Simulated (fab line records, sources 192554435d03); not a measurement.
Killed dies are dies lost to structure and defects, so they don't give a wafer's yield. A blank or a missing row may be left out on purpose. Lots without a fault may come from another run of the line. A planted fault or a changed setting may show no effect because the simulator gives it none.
fab line records | flow n5_finfet | part 2 of 2: steps 32 to 44 of 44
record lots=5 wafers=15 last_day=18
route steps=1938 shown WELL_APT@20 PMOS_HMC_CHANNEL_EPI@57
lots that met no fault: from a run of the same line without faults
start_h: hours from the record's first day to the start of the lot's first wafer shown | wait_h: hours since the lot's step before | " the same as in the row above | L1.1+2: a row that stands for several wafers | - no value, or no start given | * or withheld: withheld | < > ~ a bound
route shown NAME@n: a module of which the file shows steps, and the number in the route of the first | usual: mean/standard deviation of fault-free wafers | same: alike in all rows | chamber/n: place in a boat | sites: the reading at each site | _std_site: their standard deviation | _edge_site: outer sites' mean less inner sites' | radius_mm: how far each site lies from the wafer's centre | mask NAME#n: copy n | behind: the tool/chamber that last shaped the wafer | hold: why the lot was held/for how many hours/how that ended | device: the transistor (n, p or np) that didn't switch | end of line: the same wafers' tests at the end of the route | a step without rows: its recipe alone | killed: dies lost to structure and defects at the first sort, not the wafer's yield | map: a wafer's dies, x killed, . not, _ none there
set.NAME: the setting as run; set.NAME@STEP: as run at that earlier step | model.NAME: the simulator's own value behind a step, which no gauge read
lots at some steps of the route; a table a step, a row a wafer
services: from which hour (start_h, from the record's first day; less than 0 if before it) a tool's chamber was out of use, for how many hours, and why
## steps
# step N5_WELL_APT_OXIDE_STRIP_42
# recipe chemistry=dHF dilution=25:1 time_s=45 temp_c=25 target=SiO2 target_depth_a=120
# columns lot.wafer tool chamber start_h wait_h
L080.3+4+5 wet_bench-03 3,4,5 52.05 0.1
L082.1+3+5 wet_bench-05 4,7,0 64.33 0.1
L085.1+2+4 wet_bench-05 7,2,0 82.32 0.1
L091.1+3+5 wet_bench-03 3,5,7 117.95 0.1
L097.2+3+6 wet_bench-03 2,5,4 156.57 0.1
# step N5_WELL_APT_PRECLEAN_36
# recipe chemistry=O3/DIW time_s=45 temp_c=22 o3_ppm=10
# columns lot.wafer tool chamber start_h wait_h
L080.3+4+5 wet_bench-03 3,4,5 52.07 0.0
L082.1+3+5 wet_bench-05 4,7,0 64.36 0.0
L085.1+2+4 wet_bench-05 7,2,0 82.33 0.0
L091.1+3+5 wet_bench-03 3,5,7 117.97 0.0
L097.2+3+6 wet_bench-03 2,5,4 156.60 0.0
# step N5_WELL_APT_PRECLEAN_39
# recipe chemistry=dHF time_s=60 dilution=150:1 temp_c=25
# columns lot.wafer tool chamber start_h wait_h
L080.3+4+5 wet_bench-03 3,4,5 52.08 0.0
L082.1+3+5 wet_bench-05 4,7,0 64.38 0.0
L085.1+2+4 wet_bench-05 7,2,0 82.35 0.0
L091.1+3+5 wet_bench-03 3,5,7 117.98 0.0
L097.2+3+6 wet_bench-03 2,5,4 156.62 0.0
# step N5_WELL_APT_SRD_37
# recipe dry=ipa_marangoni do_ppb=5 time_s=30 temp_c=23 rinse_liquid=diw
# columns lot.wafer tool chamber start_h wait_h
L080.3+4+5 wet_bench-03 3,4,5 52.10 0.0
L082.1+3+5 wet_bench-05 4,7,0 64.42 0.0
L085.1+2+4 wet_bench-05 7,2,0 82.36 0.0
L091.1+3+5 wet_bench-03 3,5,7 118.00 0.0
L097.2+3+6 wet_bench-03 2,5,4 156.66 0.0
# step N5_WELL_APT_EPI_41
# recipe material=Si target_thk_a=500 temp_c=650 precursor=SiH4/H2 pressure_torr=20 time_s=297.7
# usual throttle_valve_pct=11.4/0.37
# columns lot.wafer tool chamber start_h wait_h throttle_valve_pct
L080.3 epi_rpcvd-02 0 52.42 0.3 11.9
L080.4 " 0 " " 11.7
L080.5 " 0 " " 12.1
L082.1 epi_rpcvd-04 0 64.48 0.0 11.2
L082.3 " 0 " " 11.0
L082.5 " 0 " " 10.9
L085.1 epi_rpcvd-04 0 82.41 0.0 11.2
L085.2 " 0 " " 11.1
L085.4 " 0 " " 11.1
L091.1 epi_rpcvd-01 0 118.05 0.0 11.3
L091.3 " 0 " " 11.3
L091.5 " 0 " " 11.4
L097.2 epi_rpcvd-04 0 156.83 0.1 11.4
L097.3 " 0 " " 11.1
L097.6 " 0 " " 10.9
# step N5_WELL_APT_INSPECT_38
# recipe inspect_instrument=darkfield mode=post_epi
# usual raw_defect_count=13/5.2
# columns lot.wafer tool chamber start_h wait_h raw_defect_count
L080.3 defect_inspect-01 - 52.99 0.4 6
L080.4 " - " " 10
L080.5 " - " " 13
L082.1 defect_inspect-02 - 65.32 0.7 8
L082.3 " - " " 10
L082.5 " - " " 6
L085.1 defect_inspect-02 - 83.25 0.7 21
L085.2 " - " " 19
L085.4 " - " " 9
L091.1 defect_inspect-02 - 118.68 0.5 13
L091.3 " - " " 16
L091.5 " - " " 19
L097.2 defect_inspect-01 - 157.36 0.4 17
L097.3 " - " " 16
L097.6 " - " " 16
# step N5_PMOS_HMC_CHANNEL_EPI_HM_DEP_34
# recipe material=SiO2 target_thk_a=360 temp_c=400 precursor=TEOS/O2 pressure_torr=6.5 rf_w=900 teos_flow_sccm=161.4 gas=O2 flow_sccm=2650 time_s=6.9
# usual heater_power_outer_w=340/69 heater_power_w=613/96 showerhead_plenum_p_Torr=8.33/0.041 throttle_valve_pct=18.2/0.94
# columns lot.wafer tool chamber start_h wait_h heater_power_outer_w heater_power_w showerhead_plenum_p_Torr throttle_valve_pct
L080.3 pecvd-03 1 53.02 0.0 287 528 8.29 19.0
L080.4 " 2 " " 381 644 8.38 17.3
L080.5 " 0 " " 356 708 8.28 18.7
L082.1 pecvd-04 1 65.36 0.0 395 674 8.38 18.0
L082.3 " 2 " " 235 442 8.35 17.3
L082.5 " 1 " " 398 678 8.39 17.8
L085.1 pecvd-04 1 83.29 0.0 293 546 8.37 17.6
L085.2 " 2 " " 209 411 8.36 17.4
L085.4 " 0 " " 353 632 8.28 17.3
L091.1 pecvd-04 2 118.72 0.0 262 476 8.37 17.4
L091.3 " 1 " " 377 634 8.40 17.6
L091.5 " 2 " " 257 492 8.36 17.4
L097.2 pecvd-01 1 157.40 0.0 271 557 8.32 19.8
L097.3 " 2 " " 306 489 8.33 19.1
L097.6 " 2 " " 297 504 8.33 19.4
# step N5_PMOS_HMC_CHANNEL_EPI_COAT_31
# recipe resist=BARC temp_c=205 time_s=60 spin_rpm=1500 resist_thk_nm=66
# columns lot.wafer tool chamber start_h wait_h
L080.3+4+5 litho_track-01 0 53.08 0.0
L082.1+3+5 litho_track-04 0 65.41 0.0
L085.1+2+4 litho_track-01 0 83.34 0.0
L091.1+3+5 litho_track-02 0 118.77 0.0
L097.2+3+6 litho_track-02 0 157.45 0.0
# step N5_PMOS_HMC_CHANNEL_EPI_COAT_03
# recipe resist=CAR-ArF-block spin_rpm=1500 resist_thk_nm=205
# columns lot.wafer tool chamber start_h wait_h
L080.3+4+5 litho_track-01 0 - -
L082.1+3+5 litho_track-04 0 - -
L085.1+2+4 litho_track-01 0 - -
L091.1+3+5 litho_track-02 0 - -
L097.2+3+6 litho_track-02 0 - -
# step N5_PMOS_HMC_CHANNEL_EPI_EBR_05
# recipe solvent=PGMEA ebr_width_mm=1.5
# columns lot.wafer tool chamber start_h wait_h
L080.3+4+5 litho_track-01 0 - -
L082.1+3+5 litho_track-04 0 - -
L085.1+2+4 litho_track-01 0 - -
L091.1+3+5 litho_track-02 0 - -
L097.2+3+6 litho_track-02 0 - -
# step N5_PMOS_HMC_CHANNEL_EPI_SOFTBAKE_04
# recipe temp_c=110 time_s=60 resist=CAR-ArF-block
# columns lot.wafer tool chamber start_h wait_h
L080.3+4+5 litho_track-01 0 - -
L082.1+3+5 litho_track-04 0 - -
L085.1+2+4 litho_track-01 0 - -
L091.1+3+5 litho_track-02 0 - -
L097.2+3+6 litho_track-02 0 - -
# step N5_PMOS_HMC_CHANNEL_EPI_EXPOSE_06
# recipe mask_id=PMOS_HMC_BLK na=1.35 source_shape=conventional sigma_outer=0.8 polarization=unpolarized target_cd_nm=240 dose_mj=41
# usual stage_vel_mm_s=500.08/0.23
# columns lot.wafer tool chamber start_h wait_h mask stage_vel_mm_s
L080.3 arfi_scanner-01 0 53.19 - PMOS_HMC_BLK#0 499.86
L080.4 " 0 " " PMOS_HMC_BLK#0 499.92
L080.5 " 0 " " PMOS_HMC_BLK#0 500.33
L082.1 arfi_scanner-02 0 65.51 - PMOS_HMC_BLK#0 499.80
L082.3 " 0 " " PMOS_HMC_BLK#0 499.68
L082.5 " 0 " " PMOS_HMC_BLK#0 499.97
L085.1 arfi_scanner-03 0 83.44 - PMOS_HMC_BLK#0 499.78
L085.2 " 0 " " PMOS_HMC_BLK#0 499.78
L085.4 " 0 " " PMOS_HMC_BLK#0 500.13
L091.1 arfi_scanner-02 0 119.00 - PMOS_HMC_BLK#0 500.05
L091.3 " 0 " " PMOS_HMC_BLK#0 499.79
L091.5 " 0 " " PMOS_HMC_BLK#0 500.25
L097.2 arfi_scanner-03 0 157.56 - PMOS_HMC_BLK#0 499.82
L097.3 " 0 " " PMOS_HMC_BLK#0 500.02
L097.6 " 0 " " PMOS_HMC_BLK#0 499.85
# step N5_PMOS_HMC_CHANNEL_EPI_PEB_07
# recipe peb_temp_c=110 peb_time_s=60 resist=CAR-ArF-block
# columns lot.wafer tool chamber start_h wait_h
L080.3+4+5 litho_track-02 0 53.24 0.0
L082.1+3+5 litho_track-01 0 65.57 0.1
L085.1+2+4 litho_track-04 0 83.50 0.1
L091.1+3+5 litho_track-02 0 119.06 0.1
L097.2+3+6 litho_track-02 0 157.61 0.0
## services
# columns tool chamber start_h hours kind
arfi_scanner-02 - 25.49 0.5 repair
implanter-02 - 26.52 49.5 pm
rie_diel-03 - 33.78 0.2 repair
krf_scanner-01 - 35.16 1.9 repair
arfi_scanner-03 - 36.18 1.3 pm
wet_bench-05 - 43.22 6.9 repair
rie_diel-03 1 52.70 4.1 repair
krf_scanner-01 - 54.46 6.0 pm
rie_diel-03 2 60.98 1.8 repair
epi_rpcvd-04 - 65.28 0.5 pm
arfi_scanner-02 - 74.55 1.0 pm
arfi_scanner-03 - 80.48 1.0 pm
krf_scanner-01 - 83.63 1.3 pm
krf_scanner-01 - 84.93 1.0 pm
rie_diel-01 - 87.14 1.0 repair
krf_scanner-02 - 87.69 0.8 pm
rtp_anneal-01 - 95.01 1.2 pm
arfi_scanner-03 - 104.87 0.8 pm
arfi_scanner-03 - 127.17 4.9 pm
pecvd-04 0 136.78 13.9 repair
rie_diel-01 - 141.22 1.0 repair
rie_diel-05 - 143.37 14.6 pm
arfi_scanner-02 - 144.56 1.3 pm
rie_diel-03 3 149.91 2.5 repair
